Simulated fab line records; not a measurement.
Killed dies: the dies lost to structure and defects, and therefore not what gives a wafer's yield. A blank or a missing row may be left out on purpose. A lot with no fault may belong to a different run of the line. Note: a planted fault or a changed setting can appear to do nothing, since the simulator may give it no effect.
fab line records -- flow nand-harc
record: lots: 13, wafers: 37, last-day: 24
route steps=1159 shown A_STAIRCASE@564 END@1159
lots untouched by any fault: they come from a run of this same line in which no faults occurred
start-h: hours from the record's first day to the start of the lot's first wafer shown -- wait-h: hours from the lot's prior step to this one -- " same as the row above -- L1.1+2: several wafers, shown together as one row -- - value missing, or start not given -- * or withheld: withheld -- < > ~ a bound
route shown NAME@n: a module of which the file shows steps, and the number in the route of the first -- usual: mean/standard deviation taken from wafers without a fault -- same: alike in all rows -- chamber/n: place in a boat -- sites: each site's reading -- _std_site: the values' standard deviation -- _edge_site: mean of outer sites minus mean of inner sites -- radius-mm: how far each site lies from the wafer's centre -- mask NAME#n: copy n -- behind: the last tool/chamber to shape the wafer -- hold: cause of the lot's hold/its duration in hours/its outcome -- device: names the non-switching transistor (n, p or np) -- end of line: tests run on the same wafers once the route is complete -- a step without rows: its recipe alone -- killed: at the first sort, the dies lost to defects and structure; wafer yield is something else -- map: a wafer's dies, x killed, . not, _ none there
set.NAME: the setting that was run; set.NAME@STEP: the one run at that earlier step -- model.NAME: the simulator's own value behind a step, which no gauge read
one table for each step of the route and one row for each wafer, over a sample of lots
services: a tool's chamber out of use, with start hour (start-h, from the record's first day; less than 0 if before it), hours out, and reason
== steps ==
step: NHARC_A_STAIRCASE_ETCH_27
recipe: target-depth-a: 1000, time-s: 40.5, ion-energy-ev: 400, c4f8-flow-sccm: 20, o2-flow-sccm: 10, ar-flow-sccm: withheld, rf-w: 600, bias-w: 1000, chemistry: C4F8/O2
usual: bias-w: 1000/3.3, oes-product-au: 0.940/0.012, rf-vpp-V: 897/5.7
lot.wafer,tool,chamber,start-h,wait-h,bias-w,oes-product-au,rf-hours-counter-h,rf-vpp-V
L555.1,rie-diel-08,0,-,-,993,0.939,43,898
L555.5,rie-diel-08,2,-,-,997,0.964,-,886
L555.6,rie-diel-08,3,-,-,1000,0.951,-,900
L556.4,rie-diel-02,1,-,-,1001,0.937,31,890
L556.1,rie-diel-02,2,-,-,1004,0.942,22,898
L556.2,rie-diel-02,0,-,-,1003,0.944,30,906
L557.3,rie-diel-02,0,-,-,996,0.940,35,906
L557.4,rie-diel-02,3,-,-,999,0.937,-,891
L557.5,rie-diel-02,0,-,-,997,0.945,-,905
L563.3,rie-diel-01,0,-,-,1003,0.937,45,903
L563.2,rie-diel-01,1,-,-,998,0.942,46,895
L563.6,rie-diel-01,1,-,-,999,0.946,-,897
L562.4,rie-diel-08,2,-,-,997,0.943,55,886
L562.3,rie-diel-08,3,-,-,1004,0.936,60,900
L562.6,rie-diel-08,1,-,-,1000,0.954,-,892
L564.2,rie-diel-01,2,-,-,1004,0.941,49,893
L564.1,rie-diel-01,0,-,-,1005,0.950,47,904
L564.5,rie-diel-01,1,-,-,1001,0.973,-,896
L565.2,rie-diel-02,3,-,-,999,0.922,58,891
L565.1,rie-diel-02,2,-,-,1004,0.931,48,899
L565.5,rie-diel-02,1,-,-,1002,0.917,-,889
L571.3,rie-diel-08,1,-,-,1002,0.940,10,894
L571.2,rie-diel-08,3,-,-,1001,0.944,8,900
L569.2,rie-diel-01,0,-,-,997,0.925,2,905
L569.3,rie-diel-01,3,-,-,994,0.934,2,899
L569.6,rie-diel-01,1,-,-,1001,0.961,-,897
L574.3,rie-diel-02,0,-,-,998,0.957,3,905
L574.2,rie-diel-02,3,-,-,991,0.939,3,889
L576.1,rie-diel-02,2,-,-,1001,0.925,7,897
L576.4,rie-diel-02,0,-,-,1001,0.942,7,904
L576.6,rie-diel-02,1,-,-,998,0.911,-,888
L577.1,rie-diel-02,1,-,-,996,0.919,10,889
L577.4,rie-diel-02,0,-,-,1000,0.953,11,905
L577.6,rie-diel-02,2,-,-,999,0.943,-,899
L578.4,rie-diel-02,2,-,-,1003,0.949,12,898
L578.1,rie-diel-02,3,-,-,1001,0.953,13,889
L578.6,rie-diel-02,1,-,-,1002,0.921,-,889
step: NHARC_A_STAIRCASE_TRIM_191
recipe: time-s: 211.2, o2-flow-sccm: 500, ar-flow-sccm: 0, bias-w: 0, chemistry: O2
usual: drypump-motor-current-A: 5.6/0.53, oes-product-au: 0.999/0.0099, rf-vpp-V: 57.9/0.9, showerhead-plenum-p-Torr: 3.58/0.15, throttle-valve-pct: 17.036/0.0089
same: bias-w: 0
lot.wafer,tool,chamber,start-h,wait-h,drypump-motor-current-A,oes-product-au,rf-hours-counter-h,rf-vpp-V,showerhead-plenum-p-Torr,throttle-valve-pct
L555.1,rie-diel-02,3,240.26,-,6.6,1.008,32,57.2,3.38,17.046
L555.5,rie-diel-02,2,240.26,-,6.5,0.993,-,56.7,3.61,17.034
L555.6,rie-diel-02,3,240.26,-,6.6,0.997,-,56.8,3.38,17.020
L556.2,rie-diel-02,3,240.60,-,6.6,1.008,33,57.4,3.38,17.025
L556.4,rie-diel-02,1,240.60,-,5.2,0.970,31,57.8,3.35,17.026
L556.1,rie-diel-02,2,240.60,-,6.5,1.000,23,57.2,3.61,17.031
L557.4,rie-diel-01,2,257.06,-,5.6,1.000,35,56.2,3.50,17.052
L557.3,rie-diel-01,0,257.06,-,6.0,0.992,36,58.4,3.79,17.049
L557.5,rie-diel-01,3,257.06,-,5.0,1.008,-,58.9,3.62,17.037
L563.3,rie-diel-01,0,286.80,-,6.0,0.985,46,57.4,3.78,17.027
L563.2,rie-diel-01,3,286.80,-,5.1,1.017,45,57.7,3.61,17.046
L563.6,rie-diel-01,1,286.80,-,5.6,0.999,-,58.2,3.54,17.031
L562.4,rie-diel-08,3,287.04,-,6.0,0.992,61,58.3,3.64,17.027
L562.3,rie-diel-08,0,287.04,-,5.5,0.987,59,57.3,3.60,17.022
L562.6,rie-diel-08,2,287.04,-,5.6,1.002,-,55.3,3.27,17.042
L564.2,rie-diel-01,0,294.61,-,6.0,0.984,49,58.5,3.78,17.038
L564.1,rie-diel-01,1,294.61,-,5.6,1.032,51,56.6,3.54,17.059
L564.5,rie-diel-01,2,294.61,-,5.6,1.003,-,56.8,3.49,17.032
L565.2,rie-diel-08,0,315.36,-,5.6,0.990,2,57.2,3.60,17.041
L565.1,rie-diel-08,1,315.36,-,5.2,1.006,2,58.0,3.45,17.026
L565.5,rie-diel-08,0,315.36,-,5.6,0.988,-,57.7,3.60,17.032
L571.3,rie-diel-08,0,330.00,-,5.6,1.175,10,57.7,3.59,17.033
L571.2,rie-diel-08,2,330.00,-,5.6,1.180,10,59.4,3.80,17.040
L569.2,rie-diel-08,2,330.31,-,5.7,1.181,10,60.0,3.80,17.035
L569.3,rie-diel-08,3,330.31,-,6.0,1.186,9,58.5,3.63,17.046
L569.6,rie-diel-08,1,330.31,-,5.2,1.002,-,56.3,3.45,17.027
L574.3,rie-diel-08,3,349.15,-,6.0,1.177,19,57.5,3.62,17.028
L574.2,rie-diel-08,0,349.15,-,5.5,1.188,21,56.5,3.59,17.027
L576.1,rie-diel-01,3,363.72,-,5.1,0.988,16,57.9,3.59,17.040
L576.4,rie-diel-01,0,363.72,-,6.0,0.987,14,57.7,3.77,17.043
L576.6,rie-diel-01,3,363.72,-,5.0,0.999,-,58.3,3.59,17.046
L577.4,rie-diel-02,1,375.87,-,5.2,0.981,10,57.8,3.33,17.024
L577.1,rie-diel-02,3,375.87,-,6.6,1.002,12,57.4,3.36,17.041
L577.6,rie-diel-02,1,375.87,-,5.2,0.982,-,57.4,3.33,17.040
L578.4,rie-diel-02,0,382.81,-,4.9,1.009,13,58.8,3.77,17.022
L578.1,rie-diel-02,2,382.81,-,6.5,0.988,12,57.0,3.59,17.037
L578.6,rie-diel-02,1,382.81,-,5.2,0.984,-,58.2,3.33,17.031
step: NHARC_A_STAIRCASE_TRIM_193
recipe: time-s: 211.2, o2-flow-sccm: 500, ar-flow-sccm: 0, bias-w: 0, chemistry: O2
usual: drypump-motor-current-A: 5.7/0.53, oes-product-au: 0.999/0.01, rf-vpp-V: 57.8/0.85, showerhead-plenum-p-Torr: 3.58/0.15, throttle-valve-pct: 17.035/0.0097
same: bias-w: 0
lot.wafer,tool,chamber,start-h,wait-h,drypump-motor-current-A,oes-product-au,rf-hours-counter-h,rf-vpp-V,showerhead-plenum-p-Torr,throttle-valve-pct
L555.1,rie-diel-02,3,-,-,6.6,1.001,33,57.7,3.38,17.038
L555.5,rie-diel-02,0,-,-,4.9,1.003,-,58.6,3.79,17.036
L555.6,rie-diel-02,1,-,-,5.2,0.982,-,56.6,3.35,17.024
L556.2,rie-diel-02,3,-,-,6.6,1.005,33,58.8,3.38,17.041
L556.4,rie-diel-02,0,-,-,4.9,0.993,31,59.0,3.79,17.045
L556.1,rie-diel-02,2,-,-,6.5,1.003,23,58.3,3.61,17.045
L557.4,rie-diel-01,3,-,-,5.1,1.008,35,57.9,3.62,17.035
L557.3,rie-diel-01,1,-,-,5.7,1.013,36,57.2,3.55,17.039
L557.5,rie-diel-01,3,-,-,5.0,1.004,-,58.1,3.62,17.037
L563.2,rie-diel-01,0,-,-,6.0,0.990,46,58.6,3.78,17.033
L563.3,rie-diel-01,2,-,-,5.5,1.006,46,58.3,3.49,17.029
L563.6,rie-diel-01,1,-,-,5.6,1.020,-,57.5,3.54,17.033
L562.3,rie-diel-08,2,-,-,5.6,0.992,56,58.5,3.27,17.039
L562.4,rie-diel-08,0,-,-,5.5,0.976,59,58.9,3.60,17.023
L562.6,rie-diel-08,2,-,-,5.7,1.008,-,57.6,3.27,17.046
L564.1,rie-diel-01,0,-,-,6.0,0.983,49,58.4,3.78,17.037
L564.2,rie-diel-01,3,-,-,5.0,1.012,49,58.4,3.61,17.037
L564.5,rie-diel-01,1,-,-,5.6,1.004,-,57.6,3.54,17.033
L565.1,rie-diel-08,1,-,-,5.2,1.000,2,57.7,3.45,17.025
L565.2,rie-diel-08,0,-,-,5.6,0.988,2,57.8,3.60,17.040
L565.5,rie-diel-08,1,-,-,5.2,1.001,-,58.2,3.45,17.047
L571.3,rie-diel-08,1,-,-,5.2,0.998,11,57.2,3.45,17.047
L571.2,rie-diel-08,2,-,-,5.6,0.998,10,59.1,3.80,17.047
L569.2,rie-diel-08,3,-,-,6.0,1.012,10,58.8,3.63,17.037
L569.3,rie-diel-08,0,-,-,5.5,1.002,10,58.3,3.59,17.031
L569.6,rie-diel-08,2,-,-,5.6,1.006,-,58.9,3.80,17.033
L574.2,rie-diel-08,0,-,-,5.5,0.996,21,55.9,3.59,17.033
L574.3,rie-diel-08,1,-,-,5.2,0.991,21,56.6,3.44,17.040
L576.4,rie-diel-01,0,-,-,6.0,0.983,14,58.4,3.77,17.041
L576.1,rie-diel-01,3,-,-,5.0,0.996,17,58.0,3.59,17.037
L576.6,rie-diel-01,0,-,-,6.0,0.987,-,57.0,3.77,17.023
L577.1,rie-diel-02,0,-,-,4.9,1.025,11,58.7,3.77,17.026
L577.4,rie-diel-02,2,-,-,6.5,0.988,10,58.0,3.59,17.028
L577.6,rie-diel-02,1,-,-,5.2,0.985,-,58.1,3.33,17.036
L578.1,rie-diel-02,1,-,-,5.2,0.977,12,57.3,3.33,17.024
L578.4,rie-diel-02,0,-,-,4.9,1.003,14,56.9,3.77,17.020
L578.6,rie-diel-02,2,-,-,6.5,0.977,-,57.0,3.59,17.029
step: NHARC_A_STAIRCASE_ETCH_201
recipe: target-depth-a: 1000, time-s: 40.5, ion-energy-ev: 400, c4f8-flow-sccm: 20, o2-flow-sccm: 10, ar-flow-sccm: withheld, rf-w: 600, bias-w: 1000, chemistry: C4F8/O2
usual: bias-w: 1000.5/2.7, oes-product-au: 0.939/0.011, rf-vpp-V: 897/5.7
lot.wafer,tool,chamber,start-h,wait-h,bias-w,oes-product-au,rf-hours-counter-h,rf-vpp-V
L555.1,rie-diel-08,0,-,-,997.4,0.926,44,898
L555.5,rie-diel-08,2,-,-,998.5,0.940,-,887
L555.6,rie-diel-08,3,-,-,996.9,0.930,-,898
L556.4,rie-diel-02,1,-,-,1004.0,0.942,32,889
L556.1,rie-diel-02,3,-,-,999.8,0.939,33,892
L556.2,rie-diel-02,0,-,-,998.1,0.947,32,905
L557.3,rie-diel-01,0,-,-,999.6,0.940,37,906
L557.4,rie-diel-01,3,-,-,1000.1,0.938,36,900
L557.5,rie-diel-01,0,-,-,1007.1,0.936,-,905
L562.3,rie-diel-08,2,-,-,999.7,0.937,57,886
L562.4,rie-diel-08,1,-,-,997.7,0.940,58,894
L562.6,rie-diel-08,2,-,-,997.7,0.951,-,887
L563.3,rie-diel-02,3,-,-,996.4,0.927,50,892
L563.2,rie-diel-02,1,-,-,1002.5,0.931,37,887
L563.6,rie-diel-02,2,-,-,1004.6,0.948,-,898
L564.2,rie-diel-02,1,-,-,1000.6,0.928,38,890
L564.1,rie-diel-02,2,-,-,997.8,0.951,43,899
L564.5,rie-diel-02,1,-,-,999.2,0.924,-,888
L565.1,rie-diel-08,2,-,-,1004.0,0.937,3,907
L565.2,rie-diel-08,0,-,-,1001.6,0.935,3,897
L565.5,rie-diel-08,3,-,-,1000.4,0.945,-,900
L571.3,rie-diel-01,1,-,-,1001.1,0.954,3,895
L571.2,rie-diel-01,2,-,-,1003.2,0.921,4,893
L569.3,rie-diel-08,1,-,-,999.7,0.942,15,893
L569.2,rie-diel-08,2,-,-,1000.3,0.937,13,905
L569.6,rie-diel-08,0,-,-,999.6,0.941,-,898
L574.2,rie-diel-02,3,-,-,996.4,0.966,5,888
L574.3,rie-diel-02,0,-,-,1000.2,0.956,5,905
L576.4,rie-diel-02,1,-,-,998.8,0.945,8,888
L576.1,rie-diel-02,3,-,-,1000.5,0.949,9,890
L576.6,rie-diel-02,1,-,-,999.8,0.936,-,887
L577.1,rie-diel-01,3,-,-,1002.0,0.926,21,899
L577.4,rie-diel-01,1,-,-,994.2,0.958,20,895
L577.6,rie-diel-01,3,-,-,1001.5,0.931,-,899
L578.4,rie-diel-02,2,-,-,1000.9,0.929,13,897
L578.1,rie-diel-02,3,-,-,994.2,0.954,14,890
L578.6,rie-diel-02,0,-,-,998.7,0.938,-,905
step: NHARC_END_SORT_01
recipe: temp-c: 25
usual: killed-at-array: 28/11, killed-at-other: 0.6/0.85, killed-at-periphery: 2.8/2.3, killed-dies: 31/11, killed-open: 3.1/1.6, killed-short: 2.0/1.4
same: gross-dies: 677
lot.wafer,tool,chamber,start-h,wait-h,killed-at-array,killed-at-other,killed-at-periphery,killed-dies,killed-open,killed-short
L569.2,prober-01,0,532.58,2.8,32,0,0,32,3,2
L569.3,prober-01,0,533.38,3.1,30,1,1,32,2,0
L569.6,prober-01,0,535.77,4.0,20,1,0,21,0,3
L571.2,prober-01,0,544.60,2.8,50,2,6,58,2,2
L571.3,prober-01,0,545.41,3.1,73,0,4,77,4,2
L574.2,prober-01,0,557.13,2.8,55,0,4,59,5,1
L574.3,prober-01,0,557.93,3.1,41,0,3,44,4,0
killed by level:class
L569.2 A_CHANNEL_HOLE_D1:chamber-film-flake=13 A_STAIRCASE:area-trim=9 A_STAIRCASE:chamber-film-flake=4 A_ONON_D1:geometric-particle:open=2 A_M0:geometric-particle:short=2 A_BLC:geometric-particle:open=1 A_CONTACT:chamber-film-flake=1
L569.3 A_CHANNEL_HOLE_D1:chamber-film-flake=20 A_STAIRCASE:chamber-film-flake=6 A_CONTACT:chamber-film-flake=3 P_M0:geometric-particle:open=1 A_CONTACT:geometric-particle:open=1 THIN_TSV:chamber-film-flake=1
L569.6 A_CHANNEL_HOLE_D1:chamber-film-flake=15 A_CHANNEL_FILL_D1:geometric-particle:short=1 A_M0:geometric-particle:short=1 STARTING-WAFER:geometric-particle:short=1 A_ZERO_WELL:chamber-film-flake=1 A_STAIRCASE:chamber-film-flake=1 A_CONTACT:chamber-film-flake=1
L571.2 A_STAIRCASE:area-trim=22 A_SLIT:chamber-film-flake=16 A_CONTACT:chamber-film-flake=7 P_ZERO_WELL:chamber-film-flake=5 A_CHANNEL_HOLE_D1:chamber-film-flake=2 THIN_TSV:chamber-film-flake=2 P_M0:geometric-particle:open=1 A_ONON_D1:geometric-particle:short=1
L571.3 A_STAIRCASE:area-trim=35 A_CONTACT:chamber-film-flake=14 A_SLIT:chamber-film-flake=11 A_CHANNEL_HOLE_D1:chamber-film-flake=4 P_ZERO_WELL:chamber-film-flake=3 A_STAIRCASE:chamber-film-flake=3 A_BLC:geometric-particle:open=2 P_M2:geometric-particle:open=1
L574.2 A_CHANNEL_HOLE_D1:chamber-film-flake=24 A_SLIT:chamber-film-flake=19 A_STAIRCASE:area-trim=4 A_WL_FILL:chamber-film-flake=2 A_CONTACT:chamber-film-flake=2 P_M0:geometric-particle:short=1 P_M0:geometric-particle:open=1 A_CHANNEL_HOLE_D1:geometric-particle:open=1
L574.3 A_SLIT:chamber-film-flake=16 A_CHANNEL_HOLE_D1:chamber-film-flake=13 A_CONTACT:chamber-film-flake=7 P_ZERO_WELL:chamber-film-flake=2 P_M0:geometric-particle:open=1 A_CHANNEL_FILL_D1:geometric-particle:open=1 A_M0:geometric-particle:open=1 A_M1:geometric-particle:open=1
== services ==
tool,chamber,start-h,hours,kind
rie-diel-02,0,233.33,-,clean
rie-diel-02,1,233.33,-,clean
rie-diel-02,2,233.33,-,clean
rie-diel-02,3,233.33,-,clean
rie-diel-01,3,240.27,4.8,repair
rie-diel-01,2,241.03,3.9,repair
rie-diel-02,1,250.78,36.2,repair
rie-diel-02,0,257.84,-,clean
rie-diel-02,2,257.84,-,clean
rie-diel-02,3,257.84,-,clean
rie-diel-02,0,282.34,-,clean
rie-diel-02,2,282.34,-,clean
rie-diel-02,3,282.34,-,clean
rie-diel-08,-,301.86,9.0,pm
rie-diel-02,0,306.84,-,clean
rie-diel-02,1,306.84,-,clean
rie-diel-02,2,306.84,-,clean
rie-diel-02,3,306.84,-,clean
rie-diel-02,0,307.41,9.1,repair
rie-diel-01,-,315.37,9.0,pm
rie-diel-02,-,327.83,9.0,pm
rie-diel-02,0,327.83,9.0,vent-cycle
rie-diel-02,1,327.83,9.0,vent-cycle
rie-diel-01,2,340.21,7.5,repair
== key ==
first-sign: step: NHARC_A_STAIRCASE_TRIM_191, reading: oes-product-au, direction: up, sigmas: 18, usual: 0.999, struck: 1.181
effect: step: NHARC_END_SORT_01, reading: killed-at-array, direction: up, sigmas: 1.7, usual: 28, struck: 47, wafers-moved: 1
met-at NHARC_A_STAIRCASE_TRIM_191
struck-lots L569,L571,L574
struck-wafers L569.2,L569.3,L571.2,L571.3,L574.2,L574.3
tester-left-out L569,L571,L574
not-acting-at NHARC_A_STAIRCASE_ETCH_27,NHARC_A_STAIRCASE_TRIM_193,NHARC_A_STAIRCASE_ETCH_201
onset-between 315.36 330.00
fault: kind: process-parameter-drift, tool: rie-diel-08, chamber: -, onset-h: 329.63, steps: NHARC_A_STAIRCASE_TRIM_191, channel: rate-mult, offset: 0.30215, shape: step, end-h: 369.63, scope: struck-wafers-only
tester-left-out: of these lots the tester's yield and bins aren't shown, on N5 and GAA mostly nor the transistor test; their killed dies are dies lost to structure and defects alone, not to doping, threshold or leakage, so they don't give the yield
